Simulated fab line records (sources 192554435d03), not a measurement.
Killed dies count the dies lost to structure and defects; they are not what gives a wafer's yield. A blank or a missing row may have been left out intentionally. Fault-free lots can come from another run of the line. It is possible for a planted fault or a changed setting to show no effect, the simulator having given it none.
A struck lot beside a sound one + flow n5-finfet + 43 out of 1938 route steps
Sound: wafers L392.2, L392.3, L392.5. Struck: wafers L394.1, L394.2, L394.6. The cause is named last.
For every step that has rows: the tool of each side, followed by ch and its chambers, followed by its first start. Under that, the readings that differ: sound wafers + struck wafers + difference of the means + sigmas: that difference in standard deviations of wafers without a fault.
alike: readings with means less than 2 such deviations apart, plus words and numbers identical on both sides. not compared: withheld readings, readings lacking a value on some wafer, bounds such as >300 that could conceal the same value, and numbers that have no deviation in the record and whose values overlap.
Wherever a step has rows on one side only, a row that says differs or no value, or a row with sigmas, the two part there. Numbers that have no deviation but don't overlap get no sigmas and don't part them. A reading missing from all wafers of one side parts the sides only when that side holds two or more wafers.

first, 3 steps without rows for these wafers: N5_SD_EPI_N_ETCH_34 (etches SiARC in CF4, target depth 45.5 nm, time 75.8 s); N5_SD_EPI_N_ETCH_35 (etches SOC in N2/H2, overetch 108 nm, time 486 s); N5_SD_EPI_N_STRIP_36 (strips in N2/H2).
N5_SD_EPI_N_ETCHBACK_44: etches SiNx in CH3F/O2, stops on SiO2, target depth 14.5 nm.
  sound on rie-diel-05 ch 0,2,3, day 4 06:55; struck on rie-diel-04 ch 1,2,3, day 4 20:29
  alike: drypump-motor-current-A, mfc-ar-sccm, oes_ar_750_au, oes-product-au, rf-vpp-V, showerhead-plenum-p-Torr, throttle-valve-pct
  not compared: rf-hours-counter-h
then, 8 steps without rows for these wafers: N5_SD_EPI_N_ETCH_45 (etches SiOCN in CH3F/O2, target depth 6 nm); N5_SD_EPI_N_ETCH_16 (etches SiO2 in CHF3/O2, target depth 5 nm); N5_SD_EPI_N_STRIP_47 (strips in CHF3/O2); N5_SD_EPI_N_SD_RECESS_17 (chemistry HBr/Cl2/O2, target depth 41 nm, time 23.7 s, bt time 3 s); N5_SD_EPI_N_STRIP_38 (strips in N2/H2); N5_SD_EPI_N_WET_ETCH_43 (etches SiO2 in dHF, time 14 s, target depth 1.5 nm); N5_SD_EPI_N_STRIP_18 (strips in SPM, time 750 s); N5_SD_EPI_N_SRD_20 (time 30 s).
N5_SD_EPI_N_PRECLEAN_48: cleans in NF3:NH3, afs cycles 2, time 20 s, sublimation time 60 s.
  sound on epi-rpcvd-01 ch 0, day 4 07:45; struck on epi-rpcvd-01 ch 0, day 4 21:13
| reading              | sound             | struck | difference                    | sigmas |
|----------------------|-------------------|--------|-------------------------------|--------|
| susceptor-temp-C (C) | 30.24 30.28 30.28 | - - -  | no value on the struck wafers |        |
then, 1 step without rows for these wafers: N5_SD_EPI_N_VAPOR_ETCH_50 (etches Si in HCl, time 54 s).
N5_SD_EPI_N_EPI_21: deposits Si:P, time 690 s.
  sound on epi-rpcvd-01 ch 0, day 4 08:46; struck on epi-rpcvd-01 ch 0, day 4 21:56
| reading                                   | sound          | struck     | difference | sigmas |
|-------------------------------------------|----------------|------------|------------|--------|
| model.Si-P_of_SD_EPI_N_EPI_21.thk-nm (nm) | 59.8 59.2 59.2 | 54 52.6 53 | -6         |        |
  alike: susceptor-temp-C
N5_SD_EPI_N_EPI_MEAS_23:
  sound on film-metro-02, day 4 10:40; struck on film-metro-02, day 5 00:13
| reading     | sound          | struck         | difference | sigmas |
|-------------|----------------|----------------|------------|--------|
| thk-nm (nm) | 60.9 58.6 59.5 | 52.9 54.2 53.4 | -6.2       | -6     |
then, 3 steps without rows for these wafers: N5_SD_EPI_N_PRECLEAN_24 (cleans in O3/DIW, time 60 s); N5_SD_EPI_N_SRD_25 (time 30 s); N5_SD_EPI_N_PRECLEAN_49 (cleans in NF3:NH3, afs cycles 1, time 20 s, sublimation time 60 s).
N5_SD_EPI_N_LINER_46: material SiNx, target thk 3 nm.
  sound on ald-sin-04 ch 0,2,3, day 4 11:28; struck on ald-sin-03 ch 1,2,3, day 5 00:46
  alike: heater-power-w, susceptor-temp-C
N5_SD_EPI_N_INSPECT_26: inspects for defects (darkfield).
  sound on defect-inspect-02, day 4 11:43; struck on defect-inspect-02, day 5 01:01
  alike: raw-defect-count
then, 8 steps without rows for these wafers: N5_SD_EPI_P_COAT_34 (time 60 s, resist thk 350 nm); N5_SD_EPI_P_COAT_35 (time 60 s, resist thk 35 nm); N5_SD_EPI_P_COAT_03 (resist thk 150 nm); N5_SD_EPI_P_EBR_05; N5_SD_EPI_P_SOFTBAKE_04 (time 60 s); N5_SD_EPI_P_EXPOSE_06 (exposes mask SD P BLK, target cd 240 nm); N5_SD_EPI_P_PEB_07 (peb time 60 s); N5_SD_EPI_P_DEVELOP_08 (develop time 30 s).
N5_SD_EPI_P_CD_MEAS_09: target cd 240 nm.
  sound on cd-sem-01 ch 0, day 4 12:07; struck on cd-sem-02 ch 0, day 5 01:25
  alike: cd-nm
N5_SD_EPI_P_OVL_MEAS_10:
  sound on overlay-02 ch 0, day 4 12:09; struck on overlay-01 ch 0, day 5 01:26
  alike: SD_P_BLK_OVL
N5_SD_EPI_P_INSPECT_11: inspects for defects (macro).
  sound on defect-inspect-02, day 4 12:11; struck on defect-inspect-02, day 5 01:28
  alike: raw-defect-count
then, 2 steps without rows for these wafers: N5_SD_EPI_P_DESCUM_14 (chemistry O2, time 7.9 s); N5_SD_EPI_P_ETCH_36 (etches SiARC in CF4, target depth 45.5 nm, time 75.8 s).
N5_SD_EPI_P_ETCH_37: etches SOC in N2/H2, overetch 108 nm, time 486 s.
  sound on rie-diel-01 ch 2,3, day 4 12:18; struck on rie-diel-02 ch 1,2,3, day 5 01:46
| reading    | sound             | struck            | difference | sigmas |
|------------|-------------------|-------------------|------------|--------|
| temp-c (C) | 40.32 40.08 40.23 | 39.98 39.90 39.95 | -0.27      | -2     |
  alike: drypump-motor-current-A, n2-flow-sccm, oes-product-au, rf-vpp-V, showerhead-plenum-p-Torr, throttle-valve-pct
  not compared: rf-hours-counter-h
then, 2 steps without rows for these wafers: N5_SD_EPI_P_STRIP_38 (strips in N2/H2); N5_SD_EPI_P_ETCHBACK_46 (etches SiNx in CH3F/O2, stops on SiO2, target depth 17.5 nm).
N5_SD_EPI_P_ETCH_47: etches SiOCN in CH3F/O2, target depth 25 nm.
  sound on rie-diel-01 ch 2,3, day 4 12:44; struck on rie-diel-02 ch 1,2,3, day 5 02:12
| reading                | sound             | struck            | difference | sigmas |
|------------------------|-------------------|-------------------|------------|--------|
| throttle-valve-pct (%) | 16.46 16.82 16.82 | 15.80 16.28 16.19 | -0.61      | -2     |
  alike: drypump-motor-current-A, mfc-ar-sccm, oes_ar_750_au, oes-product-au, rf-vpp-V, showerhead-plenum-p-Torr
  not compared: rf-hours-counter-h
then, 2 steps without rows for these wafers: N5_SD_EPI_P_ETCH_16 (etches SiO2 in CHF3/O2, target depth 5 nm); N5_SD_EPI_P_STRIP_50 (strips in CHF3/O2).
N5_SD_EPI_P_SD_RECESS_17: chemistry HBr/Cl2/O2, target depth 39.1 nm, bt time 3 s.
  sound on rie-si-04 ch 0,2,3, day 4 12:54; struck on rie-si-04 ch 1,2, day 5 02:22
  alike: drypump-motor-current-A, mfc-cl2-sccm, oes-product-au, throttle-valve-pct
  not compared: rf-hours-counter-h
then, 1 step without rows for these wafers: N5_SD_EPI_P_WET_ETCH_45 (etches SiO2 in dHF, time 10.7 s, target depth 2 nm, rinse time 30 s).
N5_MOL_CONTACT_COAG_ETCH_15: etches SiNx in CH3F/O2, stops on Si:P, target depth 7 nm.
  sound on rie-diel-03 ch 0,1, day 5 21:40; struck on rie-diel-05 ch 1,2,3, day 6 14:31
| reading                                   | sound          | struck         | difference | sigmas |
|-------------------------------------------|----------------|----------------|------------|--------|
| model.Si-P_of_SD_EPI_N_EPI_21.thk-nm (nm) | 58.8 58.4 58.4 | 53.2 51.8 52.2 | -6.1       |        |
  alike: drypump-motor-current-A, mfc-ar-sccm, oes_ar_750_au, oes-product-au, rf-vpp-V, showerhead-plenum-p-Torr, throttle-valve-pct
  not compared: rf-hours-counter-h

== WHERE THEY PART ==
Last at N5_SD_EPI_P_ETCH_47 as far as this record goes, first at N5_SD_EPI_N_PRECLEAN_48. Later steps at which nothing parts them and some readings are alike: N5_SD_EPI_P_SD_RECESS_17, N5_MOL_CONTACT_COAG_ETCH_15.

WHY: what had been put in by the simulator
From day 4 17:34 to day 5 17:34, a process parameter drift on epi-rpcvd-01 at N5_SD_EPI_N_PRECLEAN_48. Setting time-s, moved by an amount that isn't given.
